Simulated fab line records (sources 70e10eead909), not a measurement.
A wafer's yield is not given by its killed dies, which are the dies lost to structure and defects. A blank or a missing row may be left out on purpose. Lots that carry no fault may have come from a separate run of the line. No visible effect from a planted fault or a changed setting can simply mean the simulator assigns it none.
fab line records ; flow nand-harc
record lots=5; wafers=15; last-day=34
route steps=1302 shown P_GATE@185 END@1302
lots that met no fault: taken from a fault-free run of the same line
start-h: hours from the record's first day to the start of the lot's first wafer shown ; wait-h: time in hours since the lot's previous step ; " same as the row above ; L1.1+2: several wafers, shown together as one row ; - no value, or no start given ; * or withheld: withheld ; < > ~ a bound
route shown NAME@n: NAME is a module with steps in the file, n the number in the route of the first one ; usual: mean and standard deviation over wafers with no fault ; same: alike in all rows ; chamber/n: place in a boat ; sites: the reading at each site ; _std_site: the values' standard deviation ; _edge_site: the outer-site mean with the inner-site mean subtracted ; radius-mm: for every site, how far away it sits from the centre of the wafer ; mask NAME#n: copy n ; behind: the last tool/chamber to shape the wafer ; hold: the reason the lot was held/the length of the hold in hours/how it ended ; device: whichever transistor did not switch (one of n, p or np) ; end of line: tests of these same wafers at the route's end ; step lacking rows: just its recipe ; killed: dies lost to structure and defects at the first sort, not the wafer's yield ; map: dies across one wafer; x = killed, . = not, _ = none there
set.NAME: the setting that was run; set.NAME@STEP: the one run at that earlier step ; model.NAME: the simulator's own value behind a step, which no gauge read
lots seen at some steps along the route; tables by step, rows by wafer
services: a tool's chamber out of use, with start hour (start-h, from the record's first day; less than 0 if before it), hours out, and reason
## steps
# step NHARC_P_GATE_CD_MEAS_59
# recipe target-cd-nm=720; landing-energy-ev=500
# usual cd-nm=719.8/2.4
lot.wafer;tool;chamber;start-h;wait-h;cd-nm
L494.1;cd-sem-02;0;150.08;-;717.4
L494.5;cd-sem-02;0;150.08;-;716.6
L494.6;cd-sem-02;0;150.08;-;718.3
L495.1;cd-sem-01;0;164.99;-;722.8
L495.5;cd-sem-01;0;164.99;-;722.4
L495.6;cd-sem-01;0;164.99;-;720.6
L498.3;cd-sem-01;0;197.24;-;722.3
L498.5;cd-sem-01;0;197.24;-;720.4
L498.6;cd-sem-01;0;197.24;-;724.5
L511.2;cd-sem-01;0;327.76;-;718.6
L511.4;cd-sem-01;0;327.76;-;720.4
L511.5;cd-sem-01;0;327.76;-;717.4
L513.1;cd-sem-03;0;339.11;-;722.3
L513.4;cd-sem-03;0;339.11;-;720.6
L513.6;cd-sem-03;0;339.11;-;721.5
# step NHARC_P_GATE_HARDBAKE_60
# recipe temp-c=125; time-s=80
# step NHARC_P_GATE_DESCUM_61
# recipe time-s=3; o2-flow-sccm=200; ar-flow-sccm=0; bias-power-w=0; chemistry=O2
# usual drypump-motor-current-A=5.6/0.42; oes-product-au=1.003/0.012; rf-vpp-V=57.8/0.84; showerhead-plenum-p-Torr=1.92/0.097; throttle-valve-pct=11.312/0.0088
lot.wafer;tool;chamber;start-h;wait-h;drypump-motor-current-A;oes-product-au;rf-hours-counter-h;rf-vpp-V;showerhead-plenum-p-Torr;throttle-valve-pct
L494.1;rie-diel-03;0;150.27;-;5.6;0.997;2;58.8;1.84;11.316
L494.6;rie-diel-03;1;150.27;-;5.8;1.016;-;59.1;2.05;11.312
L494.5;rie-diel-03;2;150.27;-;5.5;1.007;-;58.5;1.91;11.319
L495.1;rie-diel-02;0;165.15;-;5.1;1.002;3;58.4;1.80;11.317
L495.5;rie-diel-02;0;165.15;-;5.1;1.008;-;57.7;1.80;11.308
L495.6;rie-diel-02;1;165.15;-;5.5;0.997;-;55.4;1.83;11.325
L498.3;rie-diel-03;3;197.44;-;6.1;1.009;3;58.2;2.05;11.321
L498.6;rie-diel-03;0;197.44;-;5.7;0.998;-;57.8;1.84;11.324
L498.5;rie-diel-03;1;197.44;-;5.7;0.995;-;58.8;2.05;11.307
L511.2;rie-diel-02;3;327.94;-;5.9;1.033;6;57.5;1.80;11.307
L511.4;rie-diel-02;0;327.94;-;5.1;1.010;7;56.3;1.79;11.321
L511.5;rie-diel-02;3;327.94;-;5.8;1.030;-;57.9;1.80;11.316
L513.1;rie-diel-07;2;339.30;-;4.9;0.995;3;57.2;1.84;11.297
L513.6;rie-diel-07;0;339.30;-;4.9;0.997;-;58.7;1.93;11.296
L513.4;rie-diel-07;1;339.30;-;5.2;1.005;-;58.8;2.06;11.310
# step NHARC_P_GATE_IMPLANT_62
# recipe energy-kev=20; dose-cm2=3e+15; tilt-deg=7
# step NHARC_P_GATE_STRIP_112
# recipe power-w=1500; temp-c=110; time-s=200; chemistry=N2/H2
# usual drypump-motor-current-A=6.1/0.6; heater-power-w=93/7.7; rf-refl-power-W=21/8
lot.wafer;tool;chamber;start-h;wait-h;drypump-motor-current-A;heater-power-w;rf-hours-counter-h;rf-refl-power-W
L494.1;plasma-asher-02;1;150.61;0.2;6.3;83;13;36
L494.6;plasma-asher-02;1;150.61;0.2;6.3;84;-;36
L494.5;plasma-asher-02;0;150.61;0.2;5.1;94;-;16
L495.1;plasma-asher-02;1;165.63;0.3;6.3;83;15;33
L495.5;plasma-asher-02;1;165.63;0.3;6.3;83;-;33
L495.6;plasma-asher-02;0;165.63;0.3;5.1;92;-;15
L498.3;plasma-asher-01;1;197.86;0.2;6.4;101;-;17
L498.6;plasma-asher-01;1;197.86;0.2;6.4;105;-;18
L498.5;plasma-asher-01;0;197.86;0.2;6.6;95;-;18
L511.2;plasma-asher-02;1;328.34;0.2;6.2;84;13;35
L511.4;plasma-asher-02;1;328.34;0.2;6.3;84;-;36
L511.5;plasma-asher-02;0;328.34;0.2;5.1;94;-;16
L513.1;plasma-asher-02;1;339.66;0.2;6.3;84;17;34
L513.4;plasma-asher-02;0;339.66;0.2;5.1;93;-;15
L513.6;plasma-asher-02;1;339.66;0.2;6.3;83;-;36
# step NHARC_P_GATE_STRIP_76
# recipe power-w=1500; temp-c=250; chemistry=O2
# usual drypump-motor-current-A=6.1/0.6; heater-power-w=349/29; rf-refl-power-W=21/7.9
lot.wafer;tool;chamber;start-h;wait-h;drypump-motor-current-A;heater-power-w;rf-hours-counter-h;rf-refl-power-W
L494.1;plasma-asher-02;1;150.87;0.2;6.3;306;13;33
L494.6;plasma-asher-02;1;150.87;0.2;6.3;312;-;33
L494.5;plasma-asher-02;0;150.87;0.2;5.1;343;-;14
L495.1;plasma-asher-02;1;165.89;0.2;6.3;313;16;34
L495.5;plasma-asher-02;1;165.89;0.2;6.3;305;-;35
L495.6;plasma-asher-02;0;165.89;0.2;5.1;343;-;15
L498.3;plasma-asher-01;1;198.05;0.2;6.4;386;-;19
L498.6;plasma-asher-01;1;198.05;0.2;6.4;382;-;19
L498.5;plasma-asher-01;0;198.05;0.2;6.6;365;-;17
L511.2;plasma-asher-02;1;328.57;0.2;6.3;312;14;34
L511.4;plasma-asher-02;1;328.57;0.2;6.3;310;-;34
L511.5;plasma-asher-02;0;328.57;0.2;5.1;346;-;15
L513.1;plasma-asher-02;1;339.92;0.2;6.3;308;17;35
L513.4;plasma-asher-02;0;339.92;0.2;5.1;343;-;16
L513.6;plasma-asher-02;1;339.92;0.2;6.3;306;-;36
# step NHARC_P_GATE_STRIP_63
# recipe time-s=900; temp-c=130; chemistry=SPM
# step NHARC_P_GATE_DEHYDRATE_83
# recipe temp-c=150; time-s=120
# step NHARC_P_GATE_HMDS_84
# recipe time-s=30
# step NHARC_P_GATE_COAT_85
# recipe spin-rpm=3000
# step NHARC_P_GATE_SOFTBAKE_86
# recipe temp-c=122; time-s=95
# step NHARC_P_GATE_EBR_87
# step NHARC_P_GATE_EXPOSE_88
# recipe na=0.6; target-cd-nm=2000; dose-mj=11.87; mask-id=P_HVN
# usual exposure-dose-mJ-cm2=11.870/0.012
lot.wafer;tool;chamber;start-h;wait-h;mask;exposure-dose-mJ-cm2
L494.1;krf-scanner-04;0;151.63;-;P_HVN#0;11.869
L494.5;krf-scanner-04;0;151.63;-;P_HVN#0;11.884
L494.6;krf-scanner-04;0;151.63;-;P_HVN#0;11.867
L495.1;krf-scanner-02;0;166.65;-;P_HVN#0;11.891
L495.5;krf-scanner-02;0;166.65;-;P_HVN#0;11.913
L495.6;krf-scanner-02;0;166.65;-;P_HVN#0;11.887
L498.3;krf-scanner-02;0;198.80;-;P_HVN_R1#0;11.880
L498.5;krf-scanner-02;0;198.80;-;P_HVN_R1#0;11.882
L498.6;krf-scanner-02;0;198.80;-;P_HVN_R1#0;11.877
L511.2;krf-scanner-03;0;329.32;-;P_HVN#0;11.859
L511.4;krf-scanner-03;0;329.32;-;P_HVN#0;11.859
L511.5;krf-scanner-03;0;329.32;-;P_HVN#0;11.857
L513.1;krf-scanner-03;0;340.69;-;P_HVN#0;11.876
L513.4;krf-scanner-03;0;340.69;-;P_HVN#0;11.868
L513.6;krf-scanner-03;0;340.69;-;P_HVN#0;11.875
# step NHARC_P_GATE_PEB_89
# recipe peb-temp-c=118; peb-time-s=85
# step NHARC_P_GATE_DEVELOP_90
# recipe time-s=70
# step NHARC_P_GATE_CD_MEAS_91
# recipe target-cd-nm=2000; landing-energy-ev=500
# usual cd-nm=2000.2/2
lot.wafer;tool;chamber;start-h;wait-h;cd-nm
L494.1;cd-sem-03;0;151.79;-;2000.5
L494.5;cd-sem-03;0;151.79;-;2000.0
L494.6;cd-sem-03;0;151.79;-;2000.4
L495.1;cd-sem-01;0;166.81;-;1999.1
L495.5;cd-sem-01;0;166.81;-;2002.8
L495.6;cd-sem-01;0;166.81;-;1998.6
L498.3;cd-sem-03;0;198.96;-;2089.5
L498.5;cd-sem-03;0;198.96;-;2091.0
L498.6;cd-sem-03;0;198.96;-;2090.1
L511.2;cd-sem-03;0;329.47;-;1998.7
L511.4;cd-sem-03;0;329.47;-;1998.2
L511.5;cd-sem-03;0;329.47;-;2001.6
L513.1;cd-sem-02;0;340.84;-;1997.7
L513.4;cd-sem-02;0;340.84;-;2000.1
L513.6;cd-sem-02;0;340.84;-;2000.8
# step NHARC_P_GATE_HARDBAKE_92
# recipe temp-c=125; time-s=80
# step NHARC_P_GATE_DESCUM_93
# recipe time-s=3; o2-flow-sccm=200; ar-flow-sccm=0; bias-power-w=0; chemistry=O2
# usual drypump-motor-current-A=5.5/0.42; oes-product-au=1.001/0.01; rf-vpp-V=57.8/0.94; showerhead-plenum-p-Torr=1.92/0.099; throttle-valve-pct=11.309/0.0088
lot.wafer;tool;chamber;start-h;wait-h;drypump-motor-current-A;oes-product-au;rf-hours-counter-h;rf-vpp-V;showerhead-plenum-p-Torr;throttle-valve-pct;model.P_GATE.cd-nm
L494.1;rie-diel-03;1;151.96;-;5.8;1.011;1;59.1;2.05;11.320;2000
L494.6;rie-diel-03;0;151.96;-;5.7;0.997;-;57.2;1.84;11.304;2000
L494.5;rie-diel-03;1;151.96;-;5.8;1.016;-;57.1;2.05;11.293;2000
L495.1;rie-diel-03;3;166.98;-;6.1;1.005;2;57.8;2.05;11.306;1999
L495.6;rie-diel-03;2;166.98;-;5.5;1.009;-;58.0;1.91;11.301;1998
L495.5;rie-diel-03;3;166.98;-;6.1;1.008;-;59.4;2.05;11.319;2002
L498.3;rie-diel-02;2;199.15;-;6.2;0.982;8;58.8;1.96;11.312;2090
L498.6;rie-diel-02;3;199.15;-;5.8;1.001;-;57.1;1.80;11.327;2090
L498.5;rie-diel-02;0;199.15;-;5.1;0.994;-;57.9;1.80;11.284;2091
L511.2;rie-diel-03;0;329.63;-;5.7;1.001;2;57.1;1.84;11.316;1999
L511.4;rie-diel-03;1;329.63;-;5.8;1.011;2;59.0;2.05;11.313;1997
L511.5;rie-diel-03;0;329.63;-;5.7;0.995;-;58.2;1.84;11.302;2002
L513.4;rie-diel-02;1;341.03;-;5.5;1.003;8;57.8;1.83;11.311;2000
L513.1;rie-diel-02;2;341.03;-;6.2;0.992;6;57.7;1.96;11.301;1998
L513.6;rie-diel-02;0;341.03;-;5.1;0.997;-;58.2;1.79;11.306;2001
# step NHARC_P_GATE_IMPLANT_94
# recipe energy-kev=60; dose-cm2=2e+15; tilt-deg=7
# step NHARC_END_SORT_01
# recipe temp-c=25
# usual killed-at-array=59/20; killed-at-other=0.8/1.2; killed-at-periphery=3.5/2.2; killed-dies=63/20; killed-open=3.3/1.8; killed-short=2.6/1.7
# same gross-dies=677
lot.wafer;tool;chamber;start-h;wait-h;killed-at-array;killed-at-other;killed-at-periphery;killed-dies;killed-open;killed-short
L498.5;prober-01;0;645.87;3.7;34;1;2;37;4;2
# killed by level:class
L498.5 A_CHANNEL_HOLE_D2:chamber-film-flake=11 A_CONTACT:chamber-film-flake=6 A_CHANNEL_HOLE_D1:chamber-film-flake=3 A_CHANNEL_FILL_D2:chamber-film-flake=3 A_BONDPAD:chamber-film-flake=3 A_CHANNEL_FILL_D1:chamber-film-flake=2 P_M0:geometric-particle:open=1 A_CHANNEL_HOLE_D2:geometric-particle:open=1
## services
tool;chamber;start-h;hours;kind
plasma-asher-01;-;165.03;9.0;pm
plasma-asher-02;-;173.99;0.4;repair
rie-diel-07;3;175.94;13.5;repair
krf-scanner-04;-;182.00;4.0;pm
rie-diel-07;-;187.88;0.4;repair
rie-diel-03;-;194.08;0.6;repair
rie-diel-02;-;216.70;9.0;pm
krf-scanner-03;-;224.00;4.0;pm
plasma-asher-02;-;231.04;4.6;repair
krf-scanner-04;-;248.09;0.2;repair
plasma-asher-02;-;249.00;9.0;pm
plasma-asher-02;0;249.00;9.0;vent-cycle
plasma-asher-02;1;249.00;9.0;vent-cycle
rie-diel-03;-;254.16;1.2;repair
plasma-asher-02;0;258.00;-;clean
plasma-asher-02;1;258.00;-;clean
plasma-asher-02;-;260.61;2.0;repair
krf-scanner-02;-;266.00;4.0;pm
rie-diel-03;-;269.62;1.0;repair
krf-scanner-03;-;277.86;1.4;repair
rie-diel-03;-;281.30;9.0;pm
rie-diel-07;-;294.20;9.0;pm
rie-diel-07;1;304.94;4.0;repair
rie-diel-07;3;308.73;40.5;repair
## key
first-sign step=NHARC_P_GATE_EXPOSE_88; reading=mask; direction=changed
effect step=NHARC_P_GATE_CD_MEAS_91; reading=cd-nm; direction=up; sigmas=45; usual=2000.2; struck=2090.2
model-effect step=NHARC_P_GATE_DESCUM_93; value=P_GATE.cd-nm; without=1999; struck=2090
met-at NHARC_P_GATE_EXPOSE_88
struck-wafers L498.3,L498.5,L498.6
tester-left-out L498
onset-between 166.65 198.80
fault kind=wrong-mask; tool=any; chamber=-; onset-h=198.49; steps=NHARC_P_GATE_EXPOSE_88; aux-copy=P_HVN_R1#0; cd-offset-nm=91.294; scope=struck-lots-only
# tester-left-out: of these lots the tester's yield and bins aren't shown, on N5 and GAA mostly nor the transistor test; their killed dies are dies lost to structure and defects alone, not to doping, threshold or leakage, so they don't give the yield
